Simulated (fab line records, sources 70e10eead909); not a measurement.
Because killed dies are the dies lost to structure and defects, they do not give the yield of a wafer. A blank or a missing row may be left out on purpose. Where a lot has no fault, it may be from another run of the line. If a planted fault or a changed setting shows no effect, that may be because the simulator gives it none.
Check of tool commonality | flow nand harc | 2 lots, 6 wafers sampled

THE REASON FOR OPENING IT
At NHARC_END_SORT_01 the reading killed at periphery is flagged on 2 of 2 lots. Fault-free wafers read 3.5, with a standard deviation of 2.2.
Rule: a lot gets a flag if all its wafers with a number sit over 4 standard deviations from that mean, or if no wafer of it has a number. As for the other lots, they are considered sound.

lot  | measured     | on        | killed at periphery, wafer by wafer | flag
L554 | day 30 11:17 | prober-02 | 612 595 620                         | FLAGGED
L555 | day 30 18:09 | prober-01 | 630 627 617                         | FLAGGED
Averaged over the flagged lots the numbers come to 616.8, +613.3 from the usual (+99 or more standard deviations).

TOOL THAT RAN EACH LOT
3 process steps preceding the reading are held in the record, out of 1302 steps in the route. In each cell: the tool, then ch and the chambers that the sampled wafers went through, then the start.
lot  | flag    | NHARC_P_M2_ETCH_35               | NHARC_P_M2_ETCH_28                 | NHARC_P_M2_CMP_23
L554 | FLAGGED | rie diel-12 ch 2,3, day 12 19:06 | rie diel-12 ch 1,2, day 12 19:38   | cmp-03 ch 1,3, day 12 21:09
L555 | FLAGGED | rie diel-10 ch 1,2, day 13 06:49 | rie diel-10 ch 0,2,3, day 13 07:22 | cmp-02 ch 0,3, day 13 08:52
What the steps here do:
- NHARC_P_M2_ETCH_35: etches the open film in N2/H2, target depth 40 nm, overetch 12 nm, time 43.94 s.
- NHARC_P_M2_ETCH_28: etches the open film in CF4/N2, target depth 30 nm, time 72.99 s.
- NHARC_P_M2_CMP_23: polishes, t overpolish 20 s, target thk 144.3 nm.
- NHARC_END_SORT_01

FLAGGED OVER TOTAL, TOOL BY TOOL (the gauges that took the reading come last)
step               | tool        | lots run | flagged | share of the flagged lots | sound lots run after its first flagged lot
NHARC_P_M2_ETCH_35 | rie diel-10 | 1        | 1       | some                      | 0
NHARC_P_M2_ETCH_35 | rie diel-12 | 1        | 1       | some                      | 0
NHARC_P_M2_ETCH_28 | rie diel-10 | 1        | 1       | some                      | 0
NHARC_P_M2_ETCH_28 | rie diel-12 | 1        | 1       | some                      | 0
NHARC_P_M2_CMP_23  | cmp-02      | 1        | 1       | some                      | 0
NHARC_P_M2_CMP_23  | cmp-03      | 1        | 1       | some                      | 0
NHARC_END_SORT_01  | prober-01   | 1        | 1       | some                      | 0
NHARC_END_SORT_01  | prober-02   | 1        | 1       | some                      | 0

WHAT THE TABLE PERMITS
No row of the table ran every flagged lot.

WHAT THE SIMULATOR PUT IN
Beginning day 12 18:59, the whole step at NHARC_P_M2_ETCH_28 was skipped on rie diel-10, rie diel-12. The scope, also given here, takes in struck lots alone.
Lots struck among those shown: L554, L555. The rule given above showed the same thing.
